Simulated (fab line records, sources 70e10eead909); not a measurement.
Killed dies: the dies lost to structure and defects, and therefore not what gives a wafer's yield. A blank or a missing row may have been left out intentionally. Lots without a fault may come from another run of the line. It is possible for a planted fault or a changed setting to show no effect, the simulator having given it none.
Struck lot and sound lot, side by side / flow nand harc / 14 out of 1302 route steps
Sound: wafers L542.2, L542.4, L542.6. Wafers L561.1, L561.2, L561.5 were the ones struck. At the end, the cause is stated.
At each step with rows: each side's tool, then ch and its chambers, then its first start. Under that, the readings that differ: sound wafers / struck wafers / difference of the means / sigmas: that difference in standard deviations of wafers without a fault.
alike: readings with means less than 2 such deviations apart, plus words and numbers identical on both sides. not compared: withheld readings, readings lacking a value on some wafer, bounds such as >300 that could conceal the same value, and numbers that have no deviation in the record and whose values overlap.
Wherever a step has rows on one side only, a row that says differs or no value, or a row with sigmas, the two part there. When numbers do not overlap yet have no deviation, they are printed without sigmas and do not part them. Lack of a reading on every wafer of one side parts them only where that side has two or more wafers.

first, 1 step without rows for these wafers: NHARC_A_ONON_D1_DEP_09 (target thk 1000 nm).
NHARC_A_ONON_D1_THK_MEAS_11: measures by ellipsometry.
  struck on film metro-02, day 15 15:44; sound on film metro-02, day 7 17:20
reading=thk nm (nm); sound=999 1000 1000; struck=976 979 976; difference=-23; sigmas=-2
after that, 1 step with no rows for these wafers: NHARC_A_ONON_D1_DEP_12 (target thk 1000 nm).
NHARC_A_ONON_D1_THK_MEAS_14: measures by ellipsometry.
  struck on film metro-01, day 15 16:18; sound on film metro-02, day 7 17:53
  alike: thk nm
then, 2 steps without rows for these wafers: NHARC_A_ONON_D1_ANNEAL_15 (time 3600 s); NHARC_A_ONON_D1_DEP_16 (target thk 1000 nm).
NHARC_A_ONON_D1_THK_MEAS_18: measures by ellipsometry.
  struck on film metro-02, day 16 03:26; sound on film metro-01, day 8 01:40
  alike: thk nm
after that, 1 step with no rows for these wafers: NHARC_A_ONON_D1_DEP_19 (target thk 1000 nm).
NHARC_A_ONON_D1_THK_MEAS_21: measures by ellipsometry.
  struck on film metro-01, day 16 04:01; sound on film metro-01, day 8 02:14
  alike: thk nm
after that, 1 step with no rows for these wafers: NHARC_A_ONON_D1_DEP_22 (target thk 1000 nm).
NHARC_A_ONON_D1_THK_MEAS_24: measures by ellipsometry.
  struck on film metro-02, day 16 04:34; sound on film metro-02, day 8 02:48
  alike: thk nm
NHARC_A_ONON_D1_DEP_25: target thk 1000 nm.
  sound on pecvd onon-02 ch 0, day 8 02:55; struck on pecvd onon-02 ch 0, day 16 04:37
NHARC_A_ONON_D1_THK_MEAS_27: measures by ellipsometry.
  struck on film metro-02, day 16 05:08; sound on film metro-01, day 8 03:23
reading=thk nm (nm); sound=1025 1023 1024; struck=955 957 956; difference=-68; sigmas=-7
after that, 1 step with no rows for these wafers: NHARC_A_ONON_D1_DEP_28 (target thk 1000 nm).

WHERE THEY PART
At NHARC_A_ONON_D1_THK_MEAS_11 first; at NHARC_A_ONON_D1_THK_MEAS_27 last (within this record only).

WHY: whatever the simulator had introduced
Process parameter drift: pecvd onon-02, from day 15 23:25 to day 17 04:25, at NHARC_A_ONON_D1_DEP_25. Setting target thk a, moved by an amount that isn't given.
